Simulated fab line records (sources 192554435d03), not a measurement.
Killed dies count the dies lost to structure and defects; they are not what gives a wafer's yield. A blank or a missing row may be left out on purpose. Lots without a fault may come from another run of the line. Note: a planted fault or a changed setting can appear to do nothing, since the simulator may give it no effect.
Matching of chambers | flow n5-finfet | rie-diel-03 running N5_BEOL_M0_SAQP_ETCH_106: 4 sister chambers
The step etches SOC in N2/H2, stops on SiNx, target depth 150 nm. 30 wafers are shown with their chamber, then 12 later ones without.

== WAFERS, EACH WITH ITS CHAMBER ==
wafer  | chamber | drypump-motor-current-A (A) | showerhead-plenum-p-Torr (Torr) | oes-product-au (a.u.)
L074.2 | 0       | 5.3                         | 2.48                            | 0.86
L074.3 | 3       | 6.7                         | 2.58                            | 0.83
L074.4 | 3       | 6.7                         | 2.58                            | 0.84
L075.1 | 0       | 5.3                         | 2.48                            | 0.85
L075.5 | 2       | 5.7                         | 2.61                            | 0.71
L075.6 | 3       | 6.7                         | 2.58                            | 0.84
L078.1 | 1       | 4.8                         | 2.62                            | 0.94
L078.5 | 1       | 4.8                         | 2.62                            | 0.94
L078.6 | 2       | 5.8                         | 2.61                            | 0.70
L079.2 | 3       | 6.6                         | 2.57                            | 0.82
L079.4 | 0       | 5.3                         | 2.48                            | 0.85
L079.6 | 3       | 6.6                         | 2.57                            | 0.81
L081.1 | 3       | 6.6                         | 2.57                            | 0.82
L081.2 | 1       | 4.8                         | 2.61                            | 0.92
L081.5 | 3       | 6.7                         | 2.57                            | 0.81
L082.1 | 2       | 5.7                         | 2.61                            | 0.70
L082.3 | 1       | 4.7                         | 2.61                            | 0.91
L082.5 | 2       | 5.7                         | 2.61                            | 0.70
L084.3 | 0       | 5.3                         | 2.47                            | 0.83
L084.4 | 2       | 5.7                         | 2.60                            | 0.70
L084.5 | 3       | 6.6                         | 2.57                            | 0.81
L085.1 | 1       | 4.8                         | 2.61                            | 0.90
L085.4 | 3       | 6.7                         | 2.57                            | 0.81
L085.5 | 1       | 4.8                         | 2.61                            | 0.90
L086.2 | 3       | 6.7                         | 2.57                            | 0.81
L086.5 | 1       | 4.8                         | 2.61                            | 0.90
L086.6 | 0       | 5.3                         | 2.47                            | 0.83
L087.1 | 3       | 6.7                         | 2.57                            | 0.80
L087.4 | 0       | 5.3                         | 2.47                            | 0.83
L087.5 | 1       | 4.8                         | 2.61                            | 0.88

SIGNATURES (means of the wafers above)
reading                  | chamber 0 | chamber 1 | chamber 2 | chamber 3 | scatter within a chamber
drypump-motor-current-A  | 5.300     | 4.787     | 5.720     | 6.664     | 0.0403
showerhead-plenum-p-Torr | 2.4750    | 2.6125    | 2.6080    | 2.5727    | 0.0048
oes-product-au           | 0.8417    | 0.9113    | 0.7020    | 0.8182    | 0.015
Rule: a wafer's distance from a chamber is the root of the sum, over the readings, of the square of ((its reading less the chamber's mean) divided by the reading's scatter). The wafer belongs to the nearest chamber; if the next one is less than 2 further off, it can't be placed. The scatter: the root of (the sum of the squares of (reading less its chamber's mean) over the shown wafers, divided by (wafers less chambers)).

== WAFERS MISSING THEIR CHAMBER ==
wafer  | drypump-motor-current-A (A) | showerhead-plenum-p-Torr (Torr) | oes-product-au (a.u.)
L088.2 | 6.6                         | 2.57                            | 0.80
L088.4 | 5.3                         | 2.47                            | 0.82
L088.6 | 6.6                         | 2.57                            | 0.80
L095.1 | 6.6                         | 2.56                            | 0.79
L095.4 | 5.7                         | 2.60                            | 0.68
L095.5 | 5.8                         | 2.60                            | 0.69
L096.1 | 6.6                         | 2.56                            | 0.79
L096.2 | 4.8                         | 2.60                            | 0.86
L096.3 | 5.8                         | 2.60                            | 0.68
L097.1 | 4.8                         | 2.60                            | 0.85
L097.2 | 5.3                         | 2.46                            | 0.81
L097.6 | 5.7                         | 2.60                            | 0.68

== CHAMBER TAKEN BY EACH ==
wafer  | from the rows above | in truth
L088.2 | 3                   | 3
L088.4 | 0                   | 0
L088.6 | 3                   | 3
L095.1 | 3                   | 3
L095.4 | 2                   | 2
L095.5 | 2                   | 2
L096.1 | 3                   | 3
L096.2 | 1                   | 1
L096.3 | 2                   | 2
L097.1 | 1                   | 1
L097.2 | 0                   | 0
L097.6 | 2                   | 2
12 of 12 placed correctly. Not placeable from these rows: 0. Number placed wrongly: 0.
